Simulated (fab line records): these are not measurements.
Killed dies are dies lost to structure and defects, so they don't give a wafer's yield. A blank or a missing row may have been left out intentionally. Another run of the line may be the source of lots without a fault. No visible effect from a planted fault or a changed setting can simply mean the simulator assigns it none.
Chamber matching ; flow n5Finfet ; N5_BEOL_M9_STRIP_36 on rieDiel-06: 4 sister chambers
The step strips in N2/H2. 20 wafers are shown with their chamber, then 10 later ones without.

== WAFERS WITH THEIR CHAMBER ==
wafer;chamber;drypumpMotorCurrentA (A);showerheadPlenumPTorr (Torr);throttleValvePct (%)
L075.3;3;5.2;2.40;23.5
L075.4;1;5.7;2.61;23.4
L075.5;1;5.7;2.61;23.3
L077.3;0;5.7;2.62;23.6
L077.4;2;6.7;2.44;23.8
L077.5;3;5.2;2.40;23.5
L080.2;2;6.7;2.44;23.8
L080.3;0;5.7;2.62;23.6
L080.4;1;5.7;2.60;23.4
L081.1;2;6.7;2.44;23.8
L081.3;0;5.7;2.61;23.7
L081.6;2;6.7;2.44;23.8
L085.1;3;5.1;2.39;23.5
L085.2;1;5.7;2.60;23.4
L085.6;3;5.2;2.39;23.5
L090.4;3;5.2;2.38;23.5
L090.5;0;5.7;2.61;23.7
L090.6;1;5.7;2.59;23.4
L089.2;3;5.2;2.38;23.6
L089.5;0;5.7;2.61;23.7

SIGNATURES (averages over the wafers above)
reading;chamber 0;chamber 1;chamber 2;chamber 3;scatter within a chamber
drypumpMotorCurrentA;5.700;5.700;6.700;5.183;0.0228
showerheadPlenumPTorr;2.6140;2.6020;2.4400;2.3900;0.00707
throttleValvePct;23.660;23.380;23.800;23.517;0.0421
Rule: a wafer's distance from a chamber is the root of the sum, over the readings, of the square of ((its reading less the chamber's mean) divided by the reading's scatter). The wafer belongs to the nearest chamber; if the next one is less than 2 further off, it can't be placed. How the scatter is found: for the shown wafers, subtract from each reading the mean of its chamber, square and add these, divide the total by (wafers less chambers), then take the root.

== WAFERS WITHOUT THEIR CHAMBER ==
wafer;drypumpMotorCurrentA (A);showerheadPlenumPTorr (Torr);throttleValvePct (%)
L089.6;5.7;2.59;23.4
L091.1;5.7;2.60;23.7
L091.3;6.7;2.43;23.8
L091.6;6.7;2.43;23.8
L095.4;5.7;2.60;23.7
L095.5;5.7;2.60;23.7
L095.6;6.7;2.43;23.8
L096.1;5.7;2.59;23.0
L096.3;5.2;2.70;22.8
L096.5;5.2;2.70;22.8

== WHICH CHAMBER EACH WENT THROUGH ==
wafer;from the rows above;in truth
L089.6;1;1
L091.1;0;0
L091.3;2;2
L091.6;2;2
L095.4;0;0
L095.5;0;0
L095.6;2;2
L096.1;1;1
L096.3;1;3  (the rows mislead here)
L096.5;1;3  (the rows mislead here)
Correctly placed: 8 of 10. From these rows, 0 cannot be placed. 2 placed wrongly.
